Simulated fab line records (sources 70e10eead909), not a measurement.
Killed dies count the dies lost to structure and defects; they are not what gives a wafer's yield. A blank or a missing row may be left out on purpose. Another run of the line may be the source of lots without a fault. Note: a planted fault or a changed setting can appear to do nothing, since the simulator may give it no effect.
fab line records ; flow nand-harc
record: lots: 7; wafers: 21; last-day: 25
route steps=1159 shown A_CHANNEL_FILL_D1@515 A_STAIRCASE@519
lots that met no fault: taken from a fault-free run of the same line
start-h: hours from the record's first day to the start of the lot's first wafer shown ; wait-h: hours from the lot's prior step to this one ; " same as the row above ; L1.1+2: several wafers, shown together as one row ; - either no value or no given start ; * or withheld: withheld ; < > ~ a bound
route shown NAME@n: NAME is a module with steps in the file, n the number in the route of the first one ; usual: mean and standard deviation over wafers with no fault ; same: alike in all rows ; chamber/n: place in a boat ; sites: each site's reading ; _std_site: how widely they spread, as a standard deviation ; _edge_site: inner sites' mean taken away from outer sites' mean ; radius-mm: for every site, how far away it sits from the centre of the wafer ; mask NAME#n: copy n ; behind: the most recent tool/chamber to have shaped the wafer ; hold: why the lot went on hold/how many hours it stayed there/how the hold came to an end ; device: the n, p or np transistor that did not switch ; end of line: the tests these same wafers got at the end of their route ; where a step has no rows: the recipe by itself ; killed: at the first sort, the dies lost to defects and structure; wafer yield is something else ; map: the dies of a wafer, with x for killed, . for not killed, _ for no die there
set.NAME: the setting the step ran with; set.NAME@STEP: the setting that earlier step ran with ; model.NAME: the simulator's own value behind a step, which no gauge read
lots at some steps of the route; a table a step, a row a wafer
services: from which hour (start-h, from the record's first day; less than 0 if before it) a tool's chamber was out of use, for how many hours, and why
== steps ==
step: NHARC_A_CHANNEL_FILL_D1_SRD_12
step: NHARC_A_CHANNEL_FILL_D1_RTA_24
recipe: temp-c: 1000; time-s: 5
usual: lamp-power-pct: 28.70/0.18; lamp_zone_7_pct: 29.17/0.18; wafer_temp_C_max: 1005.0/1.1
lot.wafer;tool;chamber;start-h;wait-h;lamp-power-pct;lamp_zone_7_pct;wafer_temp_C_max
L298.1;rtp-anneal-01;0;246.80;0.0;28.57;29.07;1005.1
L298.2;rtp-anneal-01;0;246.80;0.0;28.59;29.01;1007.5
L298.3;rtp-anneal-01;0;246.80;0.0;28.59;28.96;1004.6
L299.2;rtp-anneal-02;0;246.85;0.1;28.95;29.38;1004.0
L299.3;rtp-anneal-02;0;246.85;0.1;28.87;29.38;1003.7
L299.5;rtp-anneal-02;0;246.85;0.1;28.88;29.40;1004.3
L308.3;rtp-anneal-01;0;309.37;0.1;28.63;29.00;1005.0
L308.5;rtp-anneal-01;0;309.37;0.1;28.62;29.07;1006.2
L308.6;rtp-anneal-01;0;309.37;0.1;28.53;29.05;1007.0
L309.2;rtp-anneal-01;0;309.51;0.2;28.54;29.03;1005.1
L309.3;rtp-anneal-01;0;309.51;0.2;28.56;29.01;1007.3
L309.6;rtp-anneal-01;0;309.51;0.2;28.60;29.01;1006.4
L310.1;rtp-anneal-02;0;318.88;0.0;28.91;29.41;1003.7
L310.5;rtp-anneal-02;0;318.88;0.0;28.89;29.41;1005.4
L310.6;rtp-anneal-02;0;318.88;0.0;28.90;29.36;1005.1
L313.2;rtp-anneal-02;0;333.71;0.1;28.86;29.35;1005.2
L313.5;rtp-anneal-02;0;333.71;0.1;28.85;29.40;1004.3
L313.6;rtp-anneal-02;0;333.71;0.1;28.94;29.41;1003.4
L318.2;rtp-anneal-01;0;371.42;0.1;28.54;29.06;1006.4
L318.5;rtp-anneal-01;0;371.42;0.1;28.53;29.01;1003.7
L318.6;rtp-anneal-01;0;371.42;0.1;28.53;29.00;1006.6
step: NHARC_A_CHANNEL_FILL_D1_INSPECT_13
usual: raw-defect-count: 279/110
lot.wafer;tool;chamber;start-h;wait-h;raw-defect-count
L298.1;defect-inspect-01;-;247.00;0.2;347
L298.2;defect-inspect-01;-;247.00;0.2;325
L298.3;defect-inspect-01;-;247.00;0.2;276
L299.2;defect-inspect-02;-;247.01;0.1;277
L299.3;defect-inspect-02;-;247.01;0.1;250
L299.5;defect-inspect-02;-;247.01;0.1;234
L308.3;defect-inspect-01;-;309.51;0.1;459
L308.5;defect-inspect-01;-;309.51;0.1;409
L308.6;defect-inspect-01;-;309.51;0.1;495
L309.2;defect-inspect-01;-;309.68;0.1;392
L309.3;defect-inspect-01;-;309.68;0.1;805
L309.6;defect-inspect-01;-;309.68;0.1;225
L310.1;defect-inspect-02;-;319.07;0.2;642
L310.5;defect-inspect-02;-;319.07;0.2;271
L310.6;defect-inspect-02;-;319.07;0.2;297
L313.2;defect-inspect-02;-;333.89;0.1;188
L313.5;defect-inspect-02;-;333.89;0.1;196
L313.6;defect-inspect-02;-;333.89;0.1;141
L318.2;defect-inspect-01;-;371.59;0.1;237
L318.5;defect-inspect-01;-;371.59;0.1;356
L318.6;defect-inspect-01;-;371.59;0.1;336
step: NHARC_A_STAIRCASE_DEP_156
recipe: target-thk-a: 500; temp-c: 400; target-thk-nm: 50; flow-sccm: 200; rf-w: 450; material: SiNx
usual: heater-power-w: 703/100; showerhead-vpp-V: 1335/51
lot.wafer;tool;chamber;start-h;wait-h;heater-power-w;showerhead-vpp-V
L298.2;pecvd-03;1;248.03;1.0;809;1384
L298.1;pecvd-03;2;248.03;1.0;600;1383
L298.3;pecvd-03;0;248.03;1.0;761;1355
L299.2;pecvd-02;0;248.04;1.0;483;1314
L299.3;pecvd-02;2;248.04;1.0;789;1251
L299.5;pecvd-02;0;248.04;1.0;473;1322
L308.3;pecvd-02;1;309.64;0.1;851;1354
L308.6;pecvd-02;2;309.64;0.1;781;1261
L308.5;pecvd-02;1;309.64;0.1;677;1359
L309.3;pecvd-01;2;309.78;0.1;905;1233
L309.2;pecvd-01;0;309.78;0.1;498;1337
L309.6;pecvd-01;0;309.78;0.1;496;1343
L310.1;pecvd-02;0;319.43;0.4;576;1309
L310.5;pecvd-02;2;319.43;0.4;789;1271
L310.6;pecvd-02;0;319.43;0.4;577;1322
L313.2;pecvd-01;1;334.01;0.1;673;1322
L313.6;pecvd-01;1;334.01;0.1;676;1307
L313.5;pecvd-01;0;334.01;0.1;519;1330
L318.2;pecvd-03;1;371.82;0.2;785;1389
L318.5;pecvd-03;0;371.82;0.2;744;1390
L318.6;pecvd-03;1;371.82;0.2;798;1369
step: NHARC_A_STAIRCASE_DEHYDRATE_158
recipe: temp-c: 150; time-s: 120
step: NHARC_A_STAIRCASE_HMDS_159
recipe: time-s: 30
step: NHARC_A_STAIRCASE_COAT_160
recipe: spin-rpm: 1200
step: NHARC_A_STAIRCASE_SOFTBAKE_161
recipe: temp-c: 135; time-s: 170
step: NHARC_A_STAIRCASE_EBR_162
step: NHARC_A_STAIRCASE_EXPOSE_163
recipe: na: 0.5; dose-mj: 20.01; mask-id: STAIR_OPEN
step: NHARC_A_STAIRCASE_PEB_164
recipe: peb-temp-c: 115; peb-time-s: 130
step: NHARC_A_STAIRCASE_DEVELOP_165
recipe: time-s: 140
usual: chill-plate-temp-C: 23.04/0.089; exhaust-pa: 44.9/1
lot.wafer;tool;chamber;start-h;wait-h;chill-plate-temp-C;exhaust-pa
L298.1;litho-track-07;0;248;-;23.08;46.7
L298.2;litho-track-07;0;248;-;22.99;44.3
L298.3;litho-track-07;0;248;-;23.00;45.7
L299.2;litho-track-02;0;248;-;23.13;42.9
L299.3;litho-track-02;0;248;-;22.94;43.6
L299.5;litho-track-02;0;248;-;23.00;43.3
L308.3;litho-track-02;-;310;-;-;-
L308.5;litho-track-02;-;310;-;-;-
L308.6;litho-track-02;-;310;-;-;-
L309.2;litho-track-03;-;310;-;-;-
L309.3;litho-track-03;-;310;-;-;-
L309.6;litho-track-03;-;310;-;-;-
L310.1;litho-track-02;-;319;-;-;-
L310.5;litho-track-02;-;319;-;-;-
L310.6;litho-track-02;-;319;-;-;-
L313.2;litho-track-03;0;334;-;23.27;45.1
L313.5;litho-track-03;0;334;-;23.08;45.3
L313.6;litho-track-03;0;334;-;22.94;44.4
L318.2;litho-track-07;0;372;-;23.13;45.1
L318.5;litho-track-07;0;372;-;22.94;43.6
L318.6;litho-track-07;0;372;-;23.02;45.6
== services ==
tool;chamber;start-h;hours;kind
pecvd-01;-;237.10;13.0;pm
pecvd-01;0;237.10;13.0;vent-cycle
pecvd-01;1;237.10;13.0;vent-cycle
pecvd-01;2;237.10;13.0;vent-cycle
pecvd-02;0;237.98;7.2;repair
pecvd-01;0;250.10;-;clean
pecvd-01;1;250.10;-;clean
pecvd-01;2;250.10;-;clean
pecvd-01;0;273.46;5.9;repair
pecvd-03;-;292.16;13.0;pm
pecvd-03;0;292.16;13.0;vent-cycle
pecvd-03;1;292.16;13.0;vent-cycle
pecvd-03;2;292.16;13.0;vent-cycle
rtp-anneal-02;-;300.00;12.0;pm
pecvd-02;-;334.33;13.0;pm
pecvd-02;0;334.33;13.0;vent-cycle
pecvd-02;1;334.33;13.0;vent-cycle
pecvd-02;2;334.33;13.0;vent-cycle
litho-track-02;-;340.00;7.0;pm
pecvd-02;0;347.33;-;clean
pecvd-02;1;347.33;-;clean
pecvd-02;2;347.33;-;clean
litho-track-07;-;364.00;7.0;pm
pecvd-03;2;366.81;7.3;repair
== key ==
first-sign: step: NHARC_A_STAIRCASE_DEVELOP_165; reading: tool-record; direction: missing
effect none on later readings
met-at NHARC_A_STAIRCASE_DEVELOP_165
struck-wafers L308.3,L308.5,L308.6,L309.2,L309.3,L309.6,L310.1,L310.5,L310.6
later-rows-left-out L308.3,L308.5,L308.6,L309.2,L309.3,L309.6,L310.1,L310.5,L310.6
sort-left-out L308.3,L308.5,L308.6,L309.2,L309.3,L309.6,L310.1,L310.5,L310.6
tester-left-out L308,L309,L310
onset-between 248 310
fault: kind: skipped-step-whole; tool: litho-track-02,litho-track-03; chamber: -; onset-h: 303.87; steps: NHARC_A_STAIRCASE_DEVELOP_165; scope: struck-lots-only
tester-left-out: of these lots the tester's yield and bins aren't shown, on N5 and GAA mostly nor the transistor test; their killed dies are dies lost to structure and defects alone, not to doping, threshold or leakage, so they don't give the yield
sort-left-out: the simulated sort isn't trusted on such a fault, so these wafers' sort isn't shown, and their yield isn't known
later-rows-left-out: the simulator's readings of these wafers behind a module that went badly wrong aren't trusted and aren't shown, but for the sort
